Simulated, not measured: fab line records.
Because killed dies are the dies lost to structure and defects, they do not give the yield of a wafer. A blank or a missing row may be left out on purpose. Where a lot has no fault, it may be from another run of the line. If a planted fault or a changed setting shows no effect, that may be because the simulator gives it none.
Matching of chambers | flow n5Finfet | pecvd-04 running N5_BEOL_M15_ILD_DEP_00: 3 sister chambers
The step deposits SiO2 from TEOS/O2, target thk 1629.3 nm, time 346.1 s. 3 wafers are shown with their chamber, then 8 later ones without.

== WAFERS WITH THEIR CHAMBER ==
wafer  | chamber | throttleValvePct (%)
L085.3 | 0       | 18.9
L085.6 | 1       | 21.7
L091.1 | 2       | 17.3

== WAFERS WITH NO CHAMBER GIVEN ==
wafer  | throttleValvePct (%)
L091.4 | 21.6
L091.5 | 18.5
L092.1 | 21.5
L092.2 | 16.9
L092.5 | 18.9
L096.1 | 18.9
L096.4 | 17.1
L096.5 | 21.5

== CHAMBER TAKEN BY EACH ==
wafer  | from the rows above | in truth
L091.4 | 1                   | 1
L091.5 | 0                   | 0
L092.1 | 1                   | 1
L092.2 | 2                   | 2
L092.5 | 0                   | 0
L096.1 | 0                   | 0
L096.4 | 2                   | 2
L096.5 | 1                   | 1
Correct placement for 8 of the 8. Left unplaced by these rows: 0. Wrongly placed: 0.
How it was worked out, from the rows above alone: a wafer's distance from a chamber is the root of the sum, over the readings, of the square of ((its reading less the chamber's mean) divided by the reading's scatter). If the next closest chamber is less than 2 further off than the closest, the wafer can't be placed; otherwise it belongs to the closest. A chamber's mean is the mean of its shown wafers. The scatter: root of mean squared gap, hidden wafer to nearest shown wafer, with one shown wafer a chamber.
